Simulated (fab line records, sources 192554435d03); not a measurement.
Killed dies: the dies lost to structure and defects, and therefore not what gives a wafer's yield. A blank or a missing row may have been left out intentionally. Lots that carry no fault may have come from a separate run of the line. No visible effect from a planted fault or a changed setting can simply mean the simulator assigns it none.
Comparing a struck lot with a sound one ; flow n5Finfet ; 16 steps out of a route of 1938
Sound: wafers L399.1, L399.2, L399.5. Struck: wafers L412.1, L412.2, L412.4. The cause is given at the end.
At each step with rows: each side's tool, then ch and its chambers, then its first start. Under that, the readings that differ: sound wafers ; struck wafers ; difference of the means ; sigmas: that difference in standard deviations of wafers without a fault.
alike: words and numbers the same on both sides, and readings whose means are apart by under 2 such deviations; not compared: readings that were withheld, readings missing a value for some wafer, numbers with overlapping values and no deviation given by the record, and bounds like >300 which may hide the same value.
Wherever a step has rows on one side only, a row that says differs or no value, or a row with sigmas, the two part there. When numbers do not overlap yet have no deviation, they are printed without sigmas and do not part them. A reading that every wafer of one side lacks parts them only if that side has two wafers or more.

first, 1 step without rows for these wafers: N5_BEOL_M1_DEGAS_44 (time 60 s).
N5_BEOL_M1_PRE_CLEAN_45: time 30 s.
  struck on pvdSputter-03, day 11 10:37; sound on pvdSputter-02, day 8 02:07
  alike: heaterPowerW, susceptorTempC
N5_BEOL_M1_ALD_84: deposits TaN, pulse time 2 s, purge time 3 s, co reactant purge time 2 s.
  sound on aldMetal-04 ch 1,2, day 8 02:11; struck on aldMetal-02 ch 0,1,2, day 11 10:41
  alike: heaterPowerOuterW, heaterPowerW, precursorVesselCarrierSccm, precursorVesselPressureTorr, precursorVesselTempC, susceptorTempC
  not compared: sinceWetCleanH
then, 3 steps without rows for these wafers: N5_BEOL_M1_SURFACE_TREAT_85; N5_BEOL_M1_CVD_47 (deposits Co from CCTBA/H2, target thk 3 nm, time 223.8 s); N5_BEOL_M1_SPUTTER_48 (material Cu, target thk 4.5 nm, time 8.29 s).
N5_BEOL_M1_ANNEAL_49: time 240 s.
  struck on pvdSputter-02, day 11 11:46; sound on pvdSputter-03, day 8 03:13
reading;sound;struck;difference;sigmas
susceptorTempC (C);399.64 400.04 399.67;400.27 400.21 400.26;+0.46;+2
  alike: heaterPowerW
then, 3 steps without rows for these wafers: N5_BEOL_M1_SPUTTER_79 (material Cu, target thk 4.5 nm, time 8.29 s); N5_BEOL_M1_ANNEAL_80 (time 240 s); N5_BEOL_M1_SPUTTER_81 (material Cu, target thk 4.5 nm, time 8.29 s).
N5_BEOL_M1_ANNEAL_82: time 240 s.
  struck on pvdSputter-02, day 11 12:12; sound on pvdSputter-03, day 8 03:40
  alike: heaterPowerW, susceptorTempC
N5_BEOL_M1_SPUTTER_86: material Cu, target thk 4.5 nm, time 8.29 s.
  struck on pvdSputter-02, day 11 12:20; sound on pvdSputter-03, day 8 03:48
  alike: chamberPressurePa, susceptorTempC, throttleValvePct
N5_BEOL_M1_ANNEAL_87: time 240 s.
  struck on pvdSputter-02, day 11 12:25; sound on pvdSputter-03, day 8 03:53
  no value came back on the struck wafers for heaterPowerW (W), susceptorTempC (C); on the sound wafers heaterPowerW (W) reads 882 907 876
then, 1 step without rows for these wafers: N5_BEOL_M1_SPUTTER_88 (material Cu, target thk 4.5 nm, time 8.29 s).
-- the record jumps here: 2 days lie between the struck wafers' starts before and after (it left off in module BEOL_M1 and takes up again in module BEOL_M4, whose first step shown is number 1111 of the route) --
N5_BEOL_M4_RC_MEAS_101:
  sound on prober-01 ch 0, day 9 18:42; struck on prober-02 ch 0, day 13 19:33
reading;sound;struck;difference;sigmas
DIBL_N (mV/V);33.0 35.6 32.6;37.6 36.5 37.8;+3.6;+2
SS_N (mV/dec);70.2 71.4 71.0;72.5 72.1 72.2;+1.4;+2
  alike: DIBL_P, IOFF_N, IOFF_P, ION_N, ION_P, SS_P, VT_N, VT_P
next, for these wafers, 1 step has no rows: N5_PASSIVATION_PROBE_49.

== WHERE THEY PART ==
At N5_BEOL_M1_ANNEAL_49 first; at N5_BEOL_M4_RC_MEAS_101 last (within this record only).

WHY: the cause the simulator had injected
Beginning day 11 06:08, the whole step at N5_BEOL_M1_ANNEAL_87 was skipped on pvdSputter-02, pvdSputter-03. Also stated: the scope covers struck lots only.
